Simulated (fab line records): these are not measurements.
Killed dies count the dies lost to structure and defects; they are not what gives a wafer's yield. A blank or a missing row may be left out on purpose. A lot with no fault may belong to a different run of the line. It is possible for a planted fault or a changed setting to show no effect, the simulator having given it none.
Chamber matching :: flow n5Finfet :: N5_BEOL_M10_ETCH_61 on rieDiel-05: 4 sister chambers
The step etches SiARC in CF4, target depth 39 nm, time 65 s. 18 wafers are shown with their chamber, then 9 later ones without.

## WAFERS PAIRED WITH THEIR CHAMBERS
wafer: L079.1
chamber: 0
drypumpMotorCurrentA (A): 6.1
showerheadPlenumPTorr (Torr): 2.21
oesProductAu (a.u.): 0.63

wafer: L079.2
chamber: 1
drypumpMotorCurrentA (A): 5.2
showerheadPlenumPTorr (Torr): 2.20
oesProductAu (a.u.): 0.82

wafer: L079.3
chamber: 2
drypumpMotorCurrentA (A): 6.4
showerheadPlenumPTorr (Torr): 2.25
oesProductAu (a.u.): 0.69

wafer: L081.1
chamber: 3
drypumpMotorCurrentA (A): 5.6
showerheadPlenumPTorr (Torr): 2.26
oesProductAu (a.u.): 0.74

wafer: L081.5
chamber: 0
drypumpMotorCurrentA (A): 6.1
showerheadPlenumPTorr (Torr): 2.21
oesProductAu (a.u.): 0.63

wafer: L081.6
chamber: 3
drypumpMotorCurrentA (A): 5.6
showerheadPlenumPTorr (Torr): 2.26
oesProductAu (a.u.): 0.75

wafer: L082.1
chamber: 3
drypumpMotorCurrentA (A): 5.6
showerheadPlenumPTorr (Torr): 2.26
oesProductAu (a.u.): 0.74

wafer: L082.3
chamber: 2
drypumpMotorCurrentA (A): 6.3
showerheadPlenumPTorr (Torr): 2.25
oesProductAu (a.u.): 0.68

wafer: L082.5
chamber: 1
drypumpMotorCurrentA (A): 5.2
showerheadPlenumPTorr (Torr): 2.19
oesProductAu (a.u.): 0.80

wafer: L085.1
chamber: 3
drypumpMotorCurrentA (A): 5.6
showerheadPlenumPTorr (Torr): 2.26
oesProductAu (a.u.): 0.74

wafer: L085.2
chamber: 2
drypumpMotorCurrentA (A): 6.3
showerheadPlenumPTorr (Torr): 2.25
oesProductAu (a.u.): 0.68

wafer: L085.6
chamber: 3
drypumpMotorCurrentA (A): 5.6
showerheadPlenumPTorr (Torr): 2.26
oesProductAu (a.u.): 0.74

wafer: L086.1
chamber: 2
drypumpMotorCurrentA (A): 6.3
showerheadPlenumPTorr (Torr): 2.25
oesProductAu (a.u.): 0.68

wafer: L086.3
chamber: 0
drypumpMotorCurrentA (A): 6.1
showerheadPlenumPTorr (Torr): 2.21
oesProductAu (a.u.): 0.61

wafer: L086.5
chamber: 2
drypumpMotorCurrentA (A): 6.3
showerheadPlenumPTorr (Torr): 2.25
oesProductAu (a.u.): 0.68

wafer: L089.1
chamber: 1
drypumpMotorCurrentA (A): 5.2
showerheadPlenumPTorr (Torr): 2.19
oesProductAu (a.u.): 0.79

wafer: L089.2
chamber: 2
drypumpMotorCurrentA (A): 6.3
showerheadPlenumPTorr (Torr): 2.25
oesProductAu (a.u.): 0.67

wafer: L089.5
chamber: 2
drypumpMotorCurrentA (A): 6.3
showerheadPlenumPTorr (Torr): 2.25
oesProductAu (a.u.): 0.68

SIGNATURES, as means of the wafers listed above
reading: drypumpMotorCurrentA
chamber 0: 6.100
chamber 1: 5.200
chamber 2: 6.314
chamber 3: 5.600
scatter within a chamber: 0.0247

reading: showerheadPlenumPTorr
chamber 0: 2.2100
chamber 1: 2.1933
chamber 2: 2.2500
chamber 3: 2.2600
scatter within a chamber: 0.00218

reading: oesProductAu
chamber 0: 0.6233
chamber 1: 0.8033
chamber 2: 0.6800
chamber 3: 0.7420
scatter within a chamber: 0.00851
Rule: for each reading, subtract the chamber's mean from the wafer's reading, divide by that reading's scatter and square the result; add these up over the readings and take the root, which gives the wafer's distance from the chamber. The wafer belongs to the nearest chamber; if the next one is less than 2 further off, it can't be placed. How the scatter is found: for the shown wafers, subtract from each reading the mean of its chamber, square and add these, divide the total by (wafers less chambers), then take the root.

## WAFERS WITH NO CHAMBER GIVEN
wafer: L090.2
drypumpMotorCurrentA (A): 5.6
showerheadPlenumPTorr (Torr): 2.25
oesProductAu (a.u.): 0.73

wafer: L090.4
drypumpMotorCurrentA (A): 5.2
showerheadPlenumPTorr (Torr): 2.19
oesProductAu (a.u.): 0.78

wafer: L090.6
drypumpMotorCurrentA (A): 5.2
showerheadPlenumPTorr (Torr): 2.19
oesProductAu (a.u.): 0.78

wafer: L091.1
drypumpMotorCurrentA (A): 5.6
showerheadPlenumPTorr (Torr): 2.25
oesProductAu (a.u.): 0.73

wafer: L091.2
drypumpMotorCurrentA (A): 6.3
showerheadPlenumPTorr (Torr): 2.25
oesProductAu (a.u.): 0.68

wafer: L091.6
drypumpMotorCurrentA (A): 5.1
showerheadPlenumPTorr (Torr): 2.19
oesProductAu (a.u.): 0.78

wafer: L093.1
drypumpMotorCurrentA (A): 5.6
showerheadPlenumPTorr (Torr): 2.25
oesProductAu (a.u.): 0.71

wafer: L093.2
drypumpMotorCurrentA (A): 6.4
showerheadPlenumPTorr (Torr): 2.24
oesProductAu (a.u.): 0.67

wafer: L093.3
drypumpMotorCurrentA (A): 5.1
showerheadPlenumPTorr (Torr): 2.18
oesProductAu (a.u.): 0.77

## WHICH CHAMBER EACH ONE RAN IN
wafer: L090.2
from the rows above: 3
in truth: 3

wafer: L090.4
from the rows above: 1
in truth: 1

wafer: L090.6
from the rows above: 1
in truth: 1

wafer: L091.1
from the rows above: 3
in truth: 3

wafer: L091.2
from the rows above: 2
in truth: 2

wafer: L091.6
from the rows above: 1
in truth: 1

wafer: L093.1
from the rows above: 3
in truth: 3

wafer: L093.2
from the rows above: 2
in truth: 2

wafer: L093.3
from the rows above: 1
in truth: 1
Correctly placed: 9 of 9. Not placeable from these rows: 0. Wrongly placed: 0.
